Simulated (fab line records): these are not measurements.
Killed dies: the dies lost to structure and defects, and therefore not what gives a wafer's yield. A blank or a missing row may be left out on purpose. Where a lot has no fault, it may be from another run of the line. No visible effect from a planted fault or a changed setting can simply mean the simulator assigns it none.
Chamber matching	flow n5 finfet	N5_BEOL_M10_CMP_52 on cmp-03: 4 sister chambers
The step polishes, stops on SiCOH lowk, t overpolish 7 s, target thk 140 nm. 4 wafers are shown with their chamber, then 11 later ones without.

== WAFERS PAIRED WITH THEIR CHAMBERS ==
wafer	chamber	motor current A (A)
L082.4	1	5.9
L087.3	3	6.1
L087.5	2	5.9
L088.1	0	5.3

== WAFERS MISSING THEIR CHAMBER ==
wafer	motor current A (A)
L088.4	6.1
L088.5	6.5
L092.1	5.7
L092.2	6.2
L092.3	5.9
L094.1	6.2
L094.4	5.1
L094.5	6.1
L096.1	6.2
L096.2	6.0
L096.4	5.4

== WHICH CHAMBER EACH WENT THROUGH ==
wafer	from the rows above	in truth
L088.4	can't be placed: 3 or 1 or 2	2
L088.5	can't be placed: 3 or 1 or 2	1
L092.1	can't be placed: 1 or 2 or 3 or 0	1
L092.2	can't be placed: 3 or 1 or 2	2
L092.3	can't be placed: 1 or 2 or 3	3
L094.1	can't be placed: 3 or 1 or 2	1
L094.4	0	0
L094.5	can't be placed: 3 or 1 or 2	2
L096.1	can't be placed: 3 or 1 or 2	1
L096.2	can't be placed: 1 or 2 or 3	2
L096.4	0	0
Correctly placed: 2 of 11. These rows do not allow placing 9 (true chamber among the candidates in 9). Wrongly placed: 0.
How it was worked out, from the rows above alone: a wafer's distance from a chamber is the root of the sum, over the readings, of the square of ((its reading less the chamber's mean) divided by the reading's scatter). The wafer belongs to the nearest chamber; if the next one is less than 2 further off, it can't be placed. For every chamber, the mean is computed from those of its wafers that are shown. The scatter: with one shown wafer a chamber, the root of the mean of the squares of how far each hidden wafer lies from its nearest shown one.
